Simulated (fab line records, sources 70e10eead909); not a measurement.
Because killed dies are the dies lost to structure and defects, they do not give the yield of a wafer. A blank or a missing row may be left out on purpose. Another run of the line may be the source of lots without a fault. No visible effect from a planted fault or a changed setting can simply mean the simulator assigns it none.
Chamber matching :: flow nand harc :: NHARC_A_STAIRCASE_DESCUM_186 on rie diel-05 has 4 sister chambers
The step chemistry O2, time 3 s. 4 wafers are shown with their chamber, then 8 later ones without.

## WAFERS PAIRED WITH THEIR CHAMBERS
wafer: L081.4
chamber: 2
showerhead plenum p Torr (Torr): 1.93

wafer: L084.2
chamber: 1
showerhead plenum p Torr (Torr): 1.90

wafer: L084.4
chamber: 0
showerhead plenum p Torr (Torr): 1.76

wafer: L087.1
chamber: 3
showerhead plenum p Torr (Torr): 1.87

## WAFERS WITHOUT THEIR CHAMBER
wafer: L087.3
showerhead plenum p Torr (Torr): 1.92

wafer: L087.5
showerhead plenum p Torr (Torr): 1.90

wafer: L086.3
showerhead plenum p Torr (Torr): 1.76

wafer: L086.5
showerhead plenum p Torr (Torr): 1.76

wafer: L086.6
showerhead plenum p Torr (Torr): 1.90

wafer: L090.1
showerhead plenum p Torr (Torr): 1.92

wafer: L090.4
showerhead plenum p Torr (Torr): 1.87

wafer: L090.6
showerhead plenum p Torr (Torr): 1.76

## THE CHAMBER EACH PASSED THROUGH
wafer: L087.3
from the rows above: 2
in truth: 2

wafer: L087.5
from the rows above: 1
in truth: 1

wafer: L086.3
from the rows above: 0
in truth: 0

wafer: L086.5
from the rows above: 0
in truth: 0

wafer: L086.6
from the rows above: 1
in truth: 1

wafer: L090.1
from the rows above: 2
in truth: 2

wafer: L090.4
from the rows above: 3
in truth: 3

wafer: L090.6
from the rows above: 0
in truth: 0
8 of 8 placed correctly. Left unplaced by these rows: 0. Number placed wrongly: 0.
How it was worked out, from the rows above alone: a wafer's distance from a chamber is the root of the sum, over the readings, of the square of ((its reading less the chamber's mean) divided by the reading's scatter). If the next closest chamber is less than 2 further off than the closest, the wafer can't be placed; otherwise it belongs to the closest. Each chamber's mean is taken over the wafers shown for it. The scatter (one wafer shown for each chamber): square how far every hidden wafer sits from the nearest shown wafer, average those squares and take the square root.
